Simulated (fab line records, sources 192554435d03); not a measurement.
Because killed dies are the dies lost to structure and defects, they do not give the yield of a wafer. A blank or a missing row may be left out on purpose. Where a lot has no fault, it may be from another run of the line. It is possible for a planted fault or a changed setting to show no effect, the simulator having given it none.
A struck lot beside a sound one ; flow n5_finfet ; 26 steps out of a route of 1938
Sound: wafers L943.3, L943.4, L943.5. Wafers struck: L937.4, L937.5, L937.6. The cause comes at the end.
Order at every step that has rows: each side's tool, ch and its chambers, its first start. Under that, the readings that differ: sound wafers ; struck wafers ; difference of the means ; sigmas: that difference in standard deviations of wafers without a fault.
alike: a reading whose means differ by less than 2 such deviations, as well as words and numbers matching on both sides. not compared: withheld readings; readings where some wafer has no value; bounds like >300 that might hide an equal value; numbers whose values overlap and for which the record gives no deviation.
The two part at a step that has a row with sigmas, a row that says differs or no value, or rows on one side only. Numbers that don't overlap but have no deviation are shown without sigmas and don't part them. A reading missing from all wafers of one side parts the sides only when that side holds two or more wafers.

first, 8 steps without rows for these wafers: N5_BEOL_M6_DEVELOP_10 (develop time 30 s); N5_BEOL_M6_DESCUM_16 (chemistry O2, time 7.9 s); N5_BEOL_M6_ETCH_61 (etches SiARC in CF4, target depth 45.5 nm, time 75.8 s); N5_BEOL_M6_ETCH_62 (etches SOC in N2/H2, target depth 110 nm, overetch 22 nm, time 165 s); N5_BEOL_M6_STRIP_68 (strips in N2/H2); N5_BEOL_M6_STRIP_67 (strips in CF4); N5_BEOL_M6_HM_OPEN_17 (chemistry Cl2/BCl3, target TiN, target depth 20 nm, overetch 6 nm); N5_BEOL_M6_STRIP_19 (strips in O2).
N5_BEOL_M6_COAT_63: time 60 s, resist thk 60 nm.
  sound on litho_track-04 ch 0, day 14 01:19; struck on litho_track-05 ch 0, day 13 03:02
reading;sound;struck;difference;sigmas
spin_speed_rpm (rpm);1499.7 1499.7 1497.5;1569.9 1569.6 1570.1;+70.9;+59
model.SOC_of_BEOL_M6_COAT_63.thk_nm (nm);60 60.2 60;59 58.8 58.8;-1;
then, 11 steps without rows for these wafers: N5_BEOL_M6_COAT_64 (time 60 s, resist thk 12 nm); N5_BEOL_M6_COAT_71 (time 60 s, resist thk 5 nm); N5_BEOL_M6_COAT_22 (resist thk 30 nm); N5_BEOL_M6_EBR_24; N5_BEOL_M6_SOFTBAKE_23 (time 60 s); N5_BEOL_M6_EXPOSE_25 (exposes mask V5, target cd 40 nm); N5_BEOL_M6_PEB_26 (peb time 60 s); N5_BEOL_M6_DEVELOP_27 (develop time 30 s); N5_BEOL_M6_DESCUM_33 (chemistry O2, time 7 s); N5_BEOL_M6_ETCH_72 (etches underlayer in N2/H2, target depth 6.5 nm, time 5.2 s); N5_BEOL_M6_ETCH_65 (etches SiARC in CF4, target depth 15.6 nm, time 26 s).
N5_BEOL_M6_ETCH_66: etches SOC in N2/H2, target depth 80 nm, overetch 16 nm, time 120 s.
  sound on rie_diel-06 ch 0,3, day 14 01:55; struck on rie_diel-05 ch 0,2,3, day 13 03:38
reading;sound;struck;difference;sigmas
throttle_valve_pct (%);18.3 18.2 18.0;17.6 17.3 17.3;-0.8;-2
model.etch.depth_nm (nm);60.1 60.11 60.09;58.9 58.9 58.8;-1.2;
  alike: drypump_motor_current_A, oes_product_au, rf_vpp_V, showerhead_plenum_p_Torr
  not compared: rf_hours_counter_h
then, 2 steps without rows for these wafers: N5_BEOL_M6_STRIP_69 (strips in N2/H2); N5_BEOL_M6_STRIP_73 (strips in N2/H2).
N5_BEOL_M6_VIA_ETCH_34: etches SiCOH lowk in C4F6/O2, target depth 126.3 nm, time 50.9 s.
  sound on rie_diel-06 ch 0,3, day 14 02:01; struck on rie_diel-05 ch 0,2,3, day 13 03:44
reading;sound;struck;difference;sigmas
rf_vpp_V (V);703 705 671;676 659 664;-27;-2
model.SOC_of_BEOL_M6_COAT_63.thk_nm (nm);54.2 54.2 54;52.8 53 53;-1.2;
  alike: drypump_motor_current_A, oes_product_au, showerhead_plenum_p_Torr, throttle_valve_pct
  not compared: rf_hours_counter_h
then, 1 step without rows for these wafers: N5_BEOL_M6_STRIP_76 (strips in C4F6/O2).
N5_PASSIVATION_PROBE_49:
  the record has rows for the sound wafers here (prober-02, day 17 22:21) and none for the struck ones

## WHERE THEY PART
At N5_BEOL_M6_COAT_63 first; at N5_PASSIVATION_PROBE_49 last (within this record only).

WHY: the cause the simulator had injected
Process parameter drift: litho_track-05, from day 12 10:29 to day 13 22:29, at N5_BEOL_M6_COAT_63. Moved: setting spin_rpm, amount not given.
